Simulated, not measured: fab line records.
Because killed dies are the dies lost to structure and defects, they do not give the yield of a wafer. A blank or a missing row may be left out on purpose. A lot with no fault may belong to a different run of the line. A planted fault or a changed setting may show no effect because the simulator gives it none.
Split-lot experiment    flow n5_finfet    route with 1938 steps; 7 lots, 21 wafers read

SPLIT DETAILS
At N5_WELL_APT_PEB_23 (peb time 90 s), the setting peb_temp_c was moved away from the recipe's 130 C on 3 of the 21 wafers read, by -1.3% to +2.8%. For the rest of the wafers, this setting stayed at what the recipe calls for.

FROM THE SPLIT TO THE READING: what the file shows between them, 2 steps
- N5_WELL_APT_DEVELOP_24: develop time 45 s
- N5_WELL_APT_HARDBAKE_29: time 120 s

THE READING
cd_nm at N5_WELL_APT_CD_MEAS_25, given in nm (cd target 200 nm). Typical for fault-free wafers on this fab line: 200.0 nm, with standard deviation 2 nm.

wafer   tool, chamber at the split  peb_temp_c as run, C  against the recipe  cd_nm, nm  against lot-mates on the recipe
L076.1  litho_track-05, 0           130                   recipe              198.3      -
L076.3  litho_track-05, 0           130                   recipe              186.0      -
L076.5  litho_track-05, 0           130                   recipe              185.2      -
L080.1  litho_track-02, 0           130                   recipe              199.6      -
L080.2  litho_track-02, 0           130                   recipe              201.5      -
L080.3  litho_track-02, 0           130                   recipe              199.7      -
L081.2  litho_track-01, 0           130                   recipe              198.3      -
L081.3  litho_track-01, 0           130                   recipe              194.9      -
L081.5  litho_track-01, 0           130                   recipe              196.0      -
L088.3  litho_track-01, 0           130                   recipe              199.3      -
L088.4  litho_track-01, 0           133.7                 +2.8%               227.7      +30.0
L088.5  litho_track-01, 0           130                   recipe              196.0      -
L089.1  litho_track-02, 0           130                   recipe              199.2      -
L089.2  litho_track-02, 0           130                   recipe              206.4      -
L089.4  litho_track-02, 0           128.3                 -1.3%               188.9      -13.9
L095.2  litho_track-02, 0           130                   recipe              198.5      -
L095.4  litho_track-02, 0           130                   recipe              201.6      -
L095.5  litho_track-02, 0           130                   recipe              199.4      -
L097.1  litho_track-02, 0           128.3                 -1.3%               177.9      -9.7
L097.2  litho_track-02, 0           130                   recipe              187.9      -
L097.4  litho_track-02, 0           130                   recipe              187.3      -

FIT RESULTS
A straight line over all 21 wafers: cd_nm changes by +10.7 nm for each +1% of peb_temp_c; r = +0.81; the points scatter about the line by 5.9 nm.
The same after taking each lot's own level away (the mean of its wafers on the recipe; 21 wafers): +10.1 nm for each +1%; r = +0.94; scatter 3 nm.
According to that fit, moving peb_temp_c by its largest amount changes the reading by 29 nm.
The span of the lots' own levels, 187.60 to 202.80 nm, comes to 7.6 times the standard deviation stated above.
The two slopes agree, so the slope changes little with the lot-to-lot level.
Check: +25.7 nm against its lot-mates is what the line predicts for one of the wafers moved furthest among these (+2.8%) when that wafer is left out of the fit. It came out at +30 nm against them.

OTHER SPLITS ON THESE WAFERS
Note: prior to the reading, these wafers also went through further splits. Each is held against what the fit with the lots' levels taken away leaves over:
other split on the same wafers  wafers away from the commonest value  r with cd_nm (lot level and that fit taken away)
N5_WELL_APT_EXPOSE_22 dose_mj   7                                     +0.31

THE WHOLE CHAIN: every reading that the file lists as answering this split, in the file's order
step                    what it does              reading                                                          change (the file's fit)               r (the file's)
N5_WELL_APT_CD_MEAS_25  target cd 200 nm          cd_nm                                                            +10.1 nm for each +1% of the setting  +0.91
N5_WELL_APT_DESCUM_30   chemistry O2, time 7.9 s  WELL_APT.cd_nm (the simulator's own value, which no gauge read)  +10 nm for each +1% of the setting    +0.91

FILE'S OWN FIT
cd_nm changes by +10.1 nm for each +1% of peb_temp_c, r = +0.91.
